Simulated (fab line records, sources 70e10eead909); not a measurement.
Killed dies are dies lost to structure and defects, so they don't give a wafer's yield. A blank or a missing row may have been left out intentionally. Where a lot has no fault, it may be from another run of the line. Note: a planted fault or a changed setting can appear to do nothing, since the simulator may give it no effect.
fab line records + flow nand_harc
[record]
- lots = 5
- wafers = 15
- last_day = 33
route steps=1302 shown P_BONDPAD@360 END@1302
lots with no fault: from the same line, run without faults
start_h: the number of hours between the record's first day and the start of the first shown wafer of the lot + wait_h: hours since the lot's step before + " as in the row above + L1.1+2: a single row standing in for several wafers + - no value, or no start was given + * or withheld: withheld + < > ~ a bound
route shown NAME@n: NAME is a module with steps in the file, n the number in the route of the first one + usual: mean/standard deviation taken from wafers without a fault + same: alike in all rows + chamber/n: place in a boat + sites: per-site readings + _std_site: how widely they spread, as a standard deviation + _edge_site: the outer-site mean with the inner-site mean subtracted + radius_mm: how far each site lies from the wafer's centre + mask NAME#n: copy n + behind: tool/chamber where the wafer was last shaped + hold: cause of the lot's hold/its duration in hours/its outcome + device: names the non-switching transistor (n, p or np) + end of line: at the end of the route, the tests of the same wafers + a step without rows: its recipe alone + killed: at the first sort, the dies lost to defects and structure; wafer yield is something else + map: shows each die of a wafer: x if killed, . if not, _ if none is there
set.NAME: the run value of the setting; set.NAME@STEP: its run value at that earlier step + model.NAME: the simulator's own value behind a step, which no gauge read
lots seen at some steps along the route; tables by step, rows by wafer
services: a tool's chamber out of use, with start hour (start_h, from the record's first day; less than 0 if before it), hours out, and reason
[[steps]]
[step NHARC_P_BONDPAD_EBR_05]
[step NHARC_P_BONDPAD_EXPOSE_06]
[recipe]
- na = 0.55
- dose_mj = 37.06
- mask_id = P_BPAD
[step NHARC_P_BONDPAD_PEB_07]
[recipe]
- peb_temp_c = 128
- peb_time_s = 80
[step NHARC_P_BONDPAD_DEVELOP_08]
[recipe]
- time_s = 50
- dev_temp_c = 22
[step NHARC_P_BONDPAD_CD_MEAS_09]
[recipe]
- target_cd_nm = 500
- landing_energy_ev = 500
[usual]
- cd_nm = 499.4/2
| lot.wafer | tool      | chamber | start_h | wait_h | cd_nm |
|-----------|-----------|---------|---------|--------|-------|
| L927.3    | cd_sem-01 | 0       | 143.48  | -      | 498.0 |
| L927.5    | "         | 0       | "       | "      | 498.9 |
| L927.6    | "         | 0       | "       | "      | 499.4 |
| L935.2    | cd_sem-01 | 0       | 221.04  | -      | 502.3 |
| L935.3    | "         | 0       | "       | "      | 504.0 |
| L935.6    | "         | 0       | "       | "      | 498.2 |
| L944.4    | cd_sem-02 | 0       | 301.84  | -      | 498.8 |
| L944.5    | "         | 0       | "       | "      | 501.2 |
| L944.6    | "         | 0       | "       | "      | 500.2 |
| L948.2    | cd_sem-03 | 0       | 352.94  | -      | 498.7 |
| L948.4    | "         | 0       | "       | "      | 496.1 |
| L948.5    | "         | 0       | "       | "      | 498.7 |
| L949.1    | cd_sem-03 | 0       | 354.56  | -      | 497.2 |
| L949.3    | "         | 0       | "       | "      | 495.7 |
| L949.6    | "         | 0       | "       | "      | 495.8 |
[step NHARC_P_BONDPAD_OVL_MEAS_38]
[usual]
- overlay_x_nm = 0/7
- overlay_y_nm = 1/6.6
| lot.wafer | tool       | chamber | start_h | wait_h | overlay_x_nm | overlay_y_nm |
|-----------|------------|---------|---------|--------|--------------|--------------|
| L927.3    | overlay-02 | -       | 143.56  | -      | 11           | 4            |
| L927.5    | "          | -       | "       | "      | 11           | 4            |
| L927.6    | "          | -       | "       | "      | 11           | 5            |
| L935.2    | overlay-02 | -       | 221.13  | -      | -10          | -4           |
| L935.3    | "          | -       | "       | "      | -10          | -3           |
| L935.6    | "          | -       | "       | "      | -9           | -3           |
| L944.4    | overlay-02 | -       | 301.92  | -      | 2            | 4            |
| L944.5    | "          | -       | "       | "      | 2            | 4            |
| L944.6    | "          | -       | "       | "      | 2            | 4            |
| L948.2    | overlay-01 | -       | 353.03  | -      | 2            | 3            |
| L948.4    | "          | -       | "       | "      | 2            | 3            |
| L948.5    | "          | -       | "       | "      | 3            | 3            |
| L949.1    | overlay-01 | -       | 354.64  | -      | -2           | 0            |
| L949.3    | "          | -       | "       | "      | -2           | 0            |
| L949.6    | "          | -       | "       | "      | -3           | 0            |
[step NHARC_P_BONDPAD_HARDBAKE_10]
[recipe]
- temp_c = 118
- time_s = 65
[step NHARC_P_BONDPAD_DESCUM_11]
[recipe]
- time_s = 3
- o2_flow_sccm = 200
- ar_flow_sccm = 0
- bias_power_w = 0
- chemistry = O2
[usual]
- drypump_motor_current_A = 6.0/0.3
- oes_product_au = 1.001/0.0091
- rf_vpp_V = 57.6/0.79
- showerhead_plenum_p_Torr = 1.88/0.054
- throttle_valve_pct = 11.310/0.0096
[same]
- time_s = 3
| lot.wafer | tool        | chamber | start_h | wait_h | drypump_motor_current_A | oes_product_au | rf_hours_counter_h | rf_vpp_V | showerhead_plenum_p_Torr | throttle_valve_pct |
|-----------|-------------|---------|---------|--------|-------------------------|----------------|--------------------|----------|--------------------------|--------------------|
| L927.3    | rie_diel-07 | 3       | 143.70  | -      | 6.5                     | 0.993          | 0.5                | 58.2     | 1.94                     | 11.323             |
| L927.5    | "           | 1       | "       | "      | 5.9                     | 1.003          | -                  | 56.9     | 1.85                     | 11.308             |
| L927.6    | "           | 2       | "       | "      | 6.1                     | 0.985          | -                  | 58.1     | 1.93                     | 11.318             |
| L935.3    | rie_diel-07 | 1       | 221.26  | -      | 5.8                     | 1.011          | 2.9                | 56.7     | 1.84                     | 11.293             |
| L935.2    | "           | 3       | "       | "      | 6.5                     | 1.008          | 2.9                | 58.4     | 1.94                     | 11.306             |
| L935.6    | "           | 1       | "       | "      | 5.8                     | 1.010          | -                  | 56.4     | 1.84                     | 11.304             |
| L944.5    | rie_diel-06 | 2       | 302.08  | -      | 6.3                     | 1.008          | -                  | 57.3     | 1.80                     | 11.306             |
| L944.4    | "           | 3       | "       | "      | 6.0                     | 0.988          | -                  | 57.5     | 1.80                     | 11.311             |
| L944.6    | "           | 0       | "       | "      | 5.9                     | 0.995          | -                  | 58.5     | 1.86                     | 11.331             |
| L948.2    | rie_diel-01 | 0       | 353.17  | -      | 6.1                     | 1.020          | 6.6                | 57.5     | 1.95                     | 11.303             |
| L948.4    | "           | 1       | "       | "      | 5.2                     | 0.990          | 6.5                | 56.9     | 1.93                     | 11.301             |
| L948.5    | "           | 3       | "       | "      | 5.9                     | 0.993          | -                  | 57.0     | 1.91                     | 11.309             |
| L949.3    | rie_diel-06 | 1       | 354.78  | -      | 5.5                     | 1.015          | 3.0                | 57.2     | 1.87                     | 11.314             |
| L949.1    | "           | 2       | "       | "      | 6.3                     | 1.014          | 3.1                | 57.1     | 1.80                     | 11.312             |
| L949.6    | "           | 1       | "       | "      | 5.5                     | 1.020          | -                  | 58.1     | 1.87                     | 11.304             |
[step NHARC_P_BONDPAD_ETCH_37]
[recipe]
- target_depth_a = 600
- overetch_a = 180
- time_s = 65.91
- ion_energy_ev = 200
- n2_flow_sccm = 150
- h2_flow_sccm = 150
- ar_flow_sccm = 0
- rf_w = 400
- bias_w = 150
- chemistry = N2/H2
[usual]
- drypump_motor_current_A = 6.0/0.33
- n2_flow_sccm = 150.0/0.47
- oes_product_au = 1.001/0.0091
- rf_vpp_V = 429.5/1.8
- run_length_s = 87.1/0.52
- showerhead_plenum_p_Torr = 2.00/0.06
- throttle_valve_pct = 14.172/0.0087
[same]
- time_s = 65.91
| lot.wafer | tool        | chamber | start_h | wait_h | drypump_motor_current_A | n2_flow_sccm | oes_product_au | rf_hours_counter_h | rf_vpp_V | run_length_s | showerhead_plenum_p_Torr | throttle_valve_pct |
|-----------|-------------|---------|---------|--------|-------------------------|--------------|----------------|--------------------|----------|--------------|--------------------------|--------------------|
| L927.3    | rie_diel-07 | 2       | 143.78  | 0.1    | 6.1                     | 150.1        | 0.990          | 0.5                | 429.2    | 86.7         | 2.06                     | 14.175             |
| L927.5    | "           | 0       | "       | "      | 5.7                     | 150.4        | 0.996          | -                  | 429.1    | 87.4         | 1.97                     | 14.172             |
| L927.6    | "           | 1       | "       | "      | 5.8                     | 150.3        | 1.000          | -                  | 428.2    | 87.9         | 1.96                     | 14.171             |
| L935.2    | rie_diel-07 | 3       | 221.34  | 0.1    | 6.5                     | 149.5        | 1.005          | 2.9                | 431.7    | 86.2         | 2.07                     | 14.183             |
| L935.3    | "           | 0       | "       | "      | 5.8                     | 150.4        | 1.003          | 2.5                | 427.5    | 87.3         | 1.97                     | 14.184             |
| L935.6    | "           | 3       | "       | "      | 6.5                     | 149.7        | 1.002          | -                  | 431.3    | 86.3         | 2.07                     | 14.176             |
| L944.4    | rie_diel-06 | 3       | 302.17  | 0.1    | 6.0                     | 150.2        | 0.999          | -                  | 426.4    | 87.1         | 1.91                     | 14.190             |
| L944.6    | "           | 0       | "       | "      | 6.0                     | 149.7        | 1.002          | -                  | 428.1    | 87.8         | 1.98                     | 14.166             |
| L944.5    | "           | 2       | "       | "      | 6.3                     | 149.7        | 1.008          | -                  | 427.8    | 87.5         | 1.92                     | 14.166             |
| L948.2    | rie_diel-01 | 2       | 353.24  | 0.1    | 6.1                     | 149.3        | 0.989          | 6.5                | 426.6    | 86.7         | 1.89                     | 14.185             |
| L948.4    | "           | 1       | "       | "      | 5.3                     | 150.2        | 0.993          | 6.5                | 431.7    | 87.0         | 2.05                     | 14.177             |
| L948.5    | "           | 2       | "       | "      | 6.1                     | 149.4        | 0.988          | -                  | 425.9    | 87.1         | 1.89                     | 14.177             |
| L949.1    | rie_diel-06 | 2       | 354.87  | 0.1    | 6.3                     | 150.8        | 1.007          | 3.1                | 427.7    | 87.2         | 1.91                     | 14.190             |
| L949.3    | "           | 3       | "       | "      | 6.0                     | 150.0        | 1.002          | 3.0                | 427.2    | 87.1         | 1.91                     | 14.174             |
| L949.6    | "           | 1       | "       | "      | 5.5                     | 149.5        | 1.012          | -                  | 427.9    | 86.9         | 1.99                     | 14.181             |
[step NHARC_P_BONDPAD_ETCH_12]
[recipe]
- target_depth_a = 2000
- time_s = 100
- chf3_flow_sccm = 50
- o2_flow_sccm = 10
- ar_flow_sccm = 200
- rf_w = 500
- bias_w = 200
- chemistry = CHF3/O2
[usual]
- drypump_motor_current_A = 6.0/0.31
- oes_product_au = 0.944/0.023
- rf_vpp_V = 369.9/1.6
- run_length_s = 121.2/0.54
- showerhead_plenum_p_Torr = 2.37/0.065
- throttle_valve_pct = 20.573/0.0087
[same]
- time_s = 100
| lot.wafer | tool        | chamber | start_h | wait_h | drypump_motor_current_A | oes_product_au | rf_hours_counter_h | rf_vpp_V | run_length_s | showerhead_plenum_p_Torr | throttle_valve_pct |
|-----------|-------------|---------|---------|--------|-------------------------|----------------|--------------------|----------|--------------|--------------------------|--------------------|
| L927.3    | rie_diel-07 | 3       | -       | -      | 6.5                     | 0.932          | 0.5                | 371.0    | 120.3        | 2.44                     | 20.578             |
| L927.6    | "           | 1       | "       | "      | 5.8                     | 0.942          | -                  | 369.4    | 121.8        | 2.32                     | 20.570             |
| L927.5    | "           | 2       | "       | "      | 6.1                     | 0.926          | -                  | 370.3    | 121.1        | 2.42                     | 20.571             |
| L935.2    | rie_diel-07 | 1       | -       | -      | 5.8                     | 0.979          | 3.0                | 367.7    | 121.8        | 2.32                     | 20.560             |
| L935.3    | "           | 0       | "       | "      | 5.7                     | 0.967          | 2.6                | 368.6    | 121.2        | 2.33                     | 20.576             |
| L935.6    | "           | 1       | "       | "      | 5.9                     | 0.972          | -                  | 368.3    | 121.9        | 2.32                     | 20.567             |
| L944.6    | rie_diel-06 | 0       | -       | -      | 5.9                     | 0.927          | -                  | 369.1    | 122.0        | 2.33                     | 20.578             |
| L944.4    | "           | 2       | "       | "      | 6.3                     | 0.932          | -                  | 367.1    | 121.1        | 2.27                     | 20.571             |
| L944.5    | "           | 3       | "       | "      | 6.0                     | 0.910          | -                  | 368.0    | 121.4        | 2.26                     | 20.576             |
| L948.4    | rie_diel-01 | 0       | -       | -      | 6.1                     | 0.941          | 6.7                | 371.6    | 121.7        | 2.44                     | 20.573             |
| L948.2    | "           | 3       | "       | "      | 5.9                     | 0.920          | 6.8                | 370.7    | 120.8        | 2.40                     | 20.570             |
| L948.5    | "           | 1       | "       | "      | 5.3                     | 0.926          | -                  | 371.3    | 120.9        | 2.42                     | 20.572             |
| L949.1    | rie_diel-06 | 2       | -       | -      | 6.3                     | 0.930          | 3.1                | 368.2    | 121.1        | 2.26                     | 20.557             |
| L949.3    | "           | 3       | "       | "      | 6.0                     | 0.942          | 3.0                | 367.1    | 121.0        | 2.26                     | 20.573             |
| L949.6    | "           | 2       | "       | "      | 6.3                     | 0.928          | -                  | 366.6    | 121.2        | 2.26                     | 20.575             |
[step NHARC_P_BONDPAD_CD_MEAS_13]
[usual]
- cd_nm = 498.8/2.2
| lot.wafer | tool      | chamber | start_h | wait_h | cd_nm |
|-----------|-----------|---------|---------|--------|-------|
| L927.3    | cd_sem-01 | -       | 144.00  | -      | 497.5 |
| L927.5    | "         | -       | "       | "      | 498.9 |
| L927.6    | "         | -       | "       | "      | 498.2 |
| L935.2    | cd_sem-01 | -       | 221.57  | -      | 500.7 |
| L935.3    | "         | -       | "       | "      | 505.2 |
| L935.6    | "         | -       | "       | "      | 497.4 |
| L944.4    | cd_sem-01 | -       | 302.41  | -      | 498.4 |
| L944.5    | "         | -       | "       | "      | 499.9 |
| L944.6    | "         | -       | "       | "      | 499.3 |
| L948.2    | cd_sem-01 | -       | 353.47  | -      | 499.3 |
| L948.4    | "         | -       | "       | "      | 495.0 |
| L948.5    | "         | -       | "       | "      | 499.2 |
| L949.1    | cd_sem-01 | -       | 355.08  | -      | 496.7 |
| L949.3    | "         | -       | "       | "      | 494.8 |
| L949.6    | "         | -       | "       | "      | 495.2 |
[step NHARC_P_BONDPAD_STRIP_15]
[recipe]
- o2_flow_sccm = 500
- ar_flow_sccm = 0
- bias_w = 0
- chemistry = O2
[usual]
- drypump_motor_current_A = 5.9/0.35
- oes_product_au = 1.001/0.011
- rf_vpp_V = 57.7/0.81
- showerhead_plenum_p_Torr = 3.48/0.1
- throttle_valve_pct = 17.036/0.0098
| lot.wafer | tool        | chamber | start_h | wait_h | drypump_motor_current_A | oes_product_au | rf_hours_counter_h | rf_vpp_V | showerhead_plenum_p_Torr | throttle_valve_pct |
|-----------|-------------|---------|---------|--------|-------------------------|----------------|--------------------|----------|--------------------------|--------------------|
| L927.3    | rie_diel-06 | 0       | 144.11  | 0.1    | 6.0                     | 0.989          | 0.1                | 56.3     | 3.44                     | 17.031             |
| L927.5    | "           | 1       | "       | "      | 5.5                     | 1.008          | -                  | 58.0     | 3.46                     | 17.035             |
| L927.6    | "           | 2       | "       | "      | 6.3                     | 1.019          | -                  | 56.1     | 3.34                     | 17.040             |
| L935.3    | rie_diel-01 | 0       | 221.64  | 0.1    | 6.1                     | 1.014          | 0.8                | 57.4     | 3.59                     | 17.035             |
| L935.2    | "           | 1       | "       | "      | 5.3                     | 1.002          | 1.0                | 57.2     | 3.55                     | 17.049             |
| L935.6    | "           | 0       | "       | "      | 6.1                     | 1.016          | -                  | 57.2     | 3.59                     | 17.034             |
| L944.4    | rie_diel-01 | 2       | 302.53  | 0.1    | 6.1                     | 0.990          | 4.4                | 56.3     | 3.30                     | 17.024             |
| L944.5    | "           | 3       | "       | "      | 5.9                     | 1.000          | -                  | 58.6     | 3.52                     | 17.056             |
| L944.6    | "           | 0       | "       | "      | 6.1                     | 1.012          | -                  | 59.0     | 3.58                     | 17.046             |
| L948.2    | rie_diel-07 | 1       | 353.57  | 0.1    | 5.8                     | 1.007          | 0.4                | 58.7     | 3.41                     | 17.057             |
| L948.4    | "           | 2       | "       | "      | 6.1                     | 0.987          | 0.4                | 57.5     | 3.56                     | 17.038             |
| L948.5    | "           | 3       | "       | "      | 6.5                     | 1.018          | -                  | 57.3     | 3.58                     | 17.033             |
| L949.3    | rie_diel-07 | 2       | 355.16  | 0.1    | 6.1                     | 0.994          | 0.5                | 58.6     | 3.56                     | 17.048             |
| L949.1    | "           | 0       | "       | "      | 5.8                     | 1.015          | 0.5                | 57.1     | 3.42                     | 17.054             |
| L949.6    | "           | 3       | "       | "      | 6.5                     | 1.003          | -                  | 57.6     | 3.58                     | 17.023             |
[step NHARC_P_BONDPAD_ETCH_24]
[recipe]
- target_depth_a = 300
- over_etch_frac = 0.3
- time_s = 72.99
- ion_energy_ev = 150
- cf4_flow_sccm = 50
- n2_flow_sccm = 100
- ar_flow_sccm = 150
- rf_w = 300
- bias_w = 100
- chemistry = CF4/N2
[usual]
- drypump_motor_current_A = 5.9/0.33
- n2_flow_sccm = 99.96/0.29
- oes_product_au = 1.000/0.011
- rf_vpp_V = 313.3/1.5
- run_length_s = 94.1/0.46
- showerhead_plenum_p_Torr = 2.58/0.076
- throttle_valve_pct = 19.796/0.01
| lot.wafer | tool        | chamber | start_h | wait_h | drypump_motor_current_A | n2_flow_sccm | oes_product_au | rf_hours_counter_h | rf_vpp_V | run_length_s | showerhead_plenum_p_Torr | throttle_valve_pct |
|-----------|-------------|---------|---------|--------|-------------------------|--------------|----------------|--------------------|----------|--------------|--------------------------|--------------------|
| L927.3    | rie_diel-06 | 0       | 144.27  | 0.1    | 5.9                     | 100.39       | 0.986          | 0.1                | 311.9    | 94.7         | 2.56                     | 19.789             |
| L927.5    | "           | 2       | "       | "      | 6.3                     | 99.79        | 1.009          | -                  | 312.9    | 94.3         | 2.48                     | 19.796             |
| L927.6    | "           | 0       | "       | "      | 5.9                     | 99.66        | 0.995          | -                  | 312.6    | 94.9         | 2.56                     | 19.792             |
| L935.2    | rie_diel-01 | 2       | 221.80  | -      | 6.1                     | 100.42       | 0.989          | 1.3                | 310.8    | 93.6         | 2.45                     | 19.797             |
| L935.3    | "           | 0       | "       | "      | 6.1                     | 100.28       | 1.003          | 0.8                | 314.5    | 94.5         | 2.67                     | 19.780             |
| L935.6    | "           | 1       | "       | "      | 5.3                     | 100.14       | 0.998          | -                  | 313.7    | 94.5         | 2.65                     | 19.805             |
| L944.4    | rie_diel-01 | 3       | 302.65  | -      | 6.0                     | 100.59       | 0.998          | 4.1                | 313.6    | 75.2         | 2.62                     | 19.797             |
| L944.6    | "           | 0       | "       | "      | 6.1                     | 99.80        | 0.999          | -                  | 314.1    | 75.4         | 2.67                     | 19.794             |
| L944.5    | "           | 1       | "       | "      | 5.3                     | 99.65        | 0.994          | -                  | 313.6    | 94.1         | 2.64                     | 19.806             |
| L948.2    | rie_diel-07 | 1       | 353.70  | -      | 5.9                     | 99.56        | 0.994          | 0.4                | 311.5    | 95.0         | 2.53                     | 19.803             |
| L948.4    | "           | 3       | "       | "      | 6.5                     | 99.92        | 1.018          | 0.5                | 313.9    | 93.4         | 2.66                     | 19.786             |
| L948.5    | "           | 1       | "       | "      | 5.8                     | 99.46        | 1.008          | -                  | 312.4    | 95.0         | 2.54                     | 19.786             |
| L949.3    | rie_diel-07 | 0       | 355.31  | -      | 5.8                     | 100.22       | 1.014          | 0.5                | 312.6    | 94.8         | 2.54                     | 19.802             |
| L949.1    | "           | 1       | "       | "      | 5.8                     | 100.24       | 1.011          | 0.5                | 312.1    | 94.9         | 2.53                     | 19.778             |
| L949.6    | "           | 0       | "       | "      | 5.8                     | 99.95        | 1.015          | -                  | 313.2    | 94.4         | 2.54                     | 19.805             |
[step NHARC_P_BONDPAD_STRIP_16]
[recipe]
- time_s = 600
- temp_c = 30
- chemistry = post_etch_residue_remover
[step NHARC_END_SORT_01]
[recipe]
- temp_c = 25
[usual]
- defect_limited_yield = 89.9/2.7
- killed_at_array = 64/18
- killed_at_other = 0.8/1.1
- killed_at_periphery = 3.8/2.7
- killed_dies = 68/18
- killed_open = 3.3/1.9
- killed_short = 2.3/1.8
[same]
- gross_dies = 677
| lot.wafer | tool      | chamber | start_h | wait_h | defect_limited_yield[%] | killed_at_array | killed_at_other | killed_at_periphery | killed_dies | killed_open | killed_short |
|-----------|-----------|---------|---------|--------|-------------------------|-----------------|-----------------|---------------------|-------------|-------------|--------------|
| L927.3    | prober-02 | 0       | 578.49  | 3.1    | 87.4                    | 77              | 2               | 6                   | 85          | 2           | 2            |
| L927.5    | prober-02 | 0       | 580.08  | 3.7    | 89.5                    | 69              | 0               | 2                   | 71          | 2           | 0            |
| L927.6    | prober-02 | 0       | 580.88  | 4.0    | 87.7                    | 80              | 1               | 2                   | 83          | 3           | 4            |
| L944.4    | prober-02 | 0       | 738.36  | 3.4    | 90.0                    | 65              | 1               | 2                   | 68          | 3           | 2            |
| L949.1    | prober-02 | 0       | 779.02  | 2.5    | 95.9                    | 22              | 0               | 6                   | 28          | 5           | 2            |
| L949.3    | prober-02 | 0       | 780.62  | 3.1    | 95.7                    | 22              | 0               | 7                   | 29          | 0           | 4            |
| L949.6    | prober-02 | 0       | 783.01  | 4.0    | 93.9                    | 34              | 0               | 7                   | 41          | 3           | 4            |
// killed by level:class
L927.3 A_CHANNEL_HOLE_D1:chamber_film_flake=33 A_CHANNEL_HOLE_D2:chamber_film_flake=31 A_CONTACT:chamber_film_flake=5 A_STAIRCASE:chamber_film_flake=3 P_CONTACT:chamber_film_flake=2 THIN_TSV:chamber_film_flake=2 P_M1:geometric_particle:open=1 A_CHANNEL_FILL_D1:geometric_particle:short=1
L927.5 A_CHANNEL_HOLE_D1:chamber_film_flake=32 A_CHANNEL_HOLE_D2:chamber_film_flake=32 A_CONTACT:chamber_film_flake=2 A_CHANNEL_HOLE_D2:geometric_particle:open=1 A_SGD_CUT:geometric_particle:open=1 P_CONTACT:chamber_film_flake=1 P_BONDPAD:chamber_film_flake=1 A_WL_FILL:chamber_film_flake=1
L927.6 A_CHANNEL_HOLE_D1:chamber_film_flake=41 A_CHANNEL_HOLE_D2:chamber_film_flake=28 A_STAIRCASE:chamber_film_flake=4 P_M0:geometric_particle:open=1 A_CHANNEL_FILL_D1:geometric_particle:short=1 A_DECK1_JOINT:geometric_particle:short=1 A_ONON_D2:geometric_particle:short=1 A_WL_FILL:geometric_particle:open=1
L944.4 A_CHANNEL_HOLE_D1:chamber_film_flake=37 A_CHANNEL_HOLE_D2:chamber_film_flake=15 A_SLIT:chamber_film_flake=3 A_CHANNEL_FILL_D1:chamber_film_flake=2 A_CONTACT:chamber_film_flake=2 A_STAIRCASE:chamber_film_flake=2 P_CONTACT:geometric_particle:open=1 A_ONON_D1:geometric_particle:open=1
L949.1 A_SLIT:chamber_film_flake=6 A_CONTACT:chamber_film_flake=5 A_M0:geometric_particle:open=2 A_ZERO_WELL:chamber_film_flake=2 A_CHANNEL_HOLE_D2:chamber_film_flake=2 P_CONTACT:geometric_particle:open=1 P_CONTACT:geometric_particle:short=1 A_ONON_D1:geometric_particle:open=1
L949.3 P_GATE:chamber_film_flake=6 A_SLIT:chamber_film_flake=5 A_CONTACT:chamber_film_flake=3 A_M1:chamber_film_flake=3 A_WL_FILL:geometric_particle:short=2 A_ZERO_WELL:chamber_film_flake=2 A_CHANNEL_HOLE_D1:chamber_film_flake=2 A_STAIRCASE:chamber_film_flake=2
L949.6 A_SLIT:chamber_film_flake=14 P_GATE:chamber_film_flake=6 A_CONTACT:chamber_film_flake=5 A_M1:chamber_film_flake=5 A_ONON_D1:geometric_particle:short=2 A_CHANNEL_FILL_D1:geometric_particle:short=1 A_CHANNEL_FILL_D1:geometric_particle:open=1 A_CHANNEL_HOLE_D2:geometric_particle:open=1
[[services]]
| tool        | chamber | start_h | hours | kind   |
|-------------|---------|---------|-------|--------|
| rie_diel-07 | 0       | 126.20  | -     | clean  |
| rie_diel-07 | 1       | 126.20  | -     | clean  |
| rie_diel-07 | 2       | 126.20  | -     | clean  |
| rie_diel-07 | 3       | 126.20  | -     | clean  |
| rie_diel-06 | -       | 130.20  | 9.0   | pm     |
| rie_diel-01 | 3       | 141.34  | 2.0   | repair |
| rie_diel-07 | 0       | 150.70  | -     | clean  |
| rie_diel-07 | 1       | 150.70  | -     | clean  |
| rie_diel-07 | 2       | 150.70  | -     | clean  |
| rie_diel-07 | 3       | 150.70  | -     | clean  |
| rie_diel-07 | 0       | 175.20  | -     | clean  |
| rie_diel-07 | 1       | 175.20  | -     | clean  |
| rie_diel-07 | 2       | 175.20  | -     | clean  |
| rie_diel-07 | 3       | 175.20  | -     | clean  |
| rie_diel-07 | 0       | 199.70  | -     | clean  |
| rie_diel-07 | 1       | 199.70  | -     | clean  |
| rie_diel-07 | 2       | 199.70  | -     | clean  |
| rie_diel-07 | 3       | 199.70  | -     | clean  |
| rie_diel-01 | -       | 203.81  | 9.0   | pm     |
| rie_diel-01 | 2       | 270.54  | 7.7   | repair |
| rie_diel-06 | 0       | 279.83  | 6.5   | repair |
| rie_diel-06 | 1       | 292.75  | 25.7  | repair |
| rie_diel-07 | -       | 294.20  | 9.0   | pm     |
| rie_diel-06 | -       | 307.20  | 9.0   | pm     |
[[key]]
[first_sign]
- step = NHARC_P_BONDPAD_ETCH_24
- reading = run_length_s
- direction = down
- sigmas = 41
- usual = *
- struck = *
effect none on later readings
met_at NHARC_P_BONDPAD_ETCH_24
struck_wafers L944.4,L944.6
onset_between 221.80 302.65
[fault]
- kind = process_parameter_drift
- tool = rie_diel-01
- chamber = -
- onset_h = 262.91
- steps = NHARC_P_BONDPAD_ETCH_24
- channel = time_s
- offset = *
- shape = step
- end_h = 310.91
- scope = struck_wafers_only
- acts_in = *
- stated = *
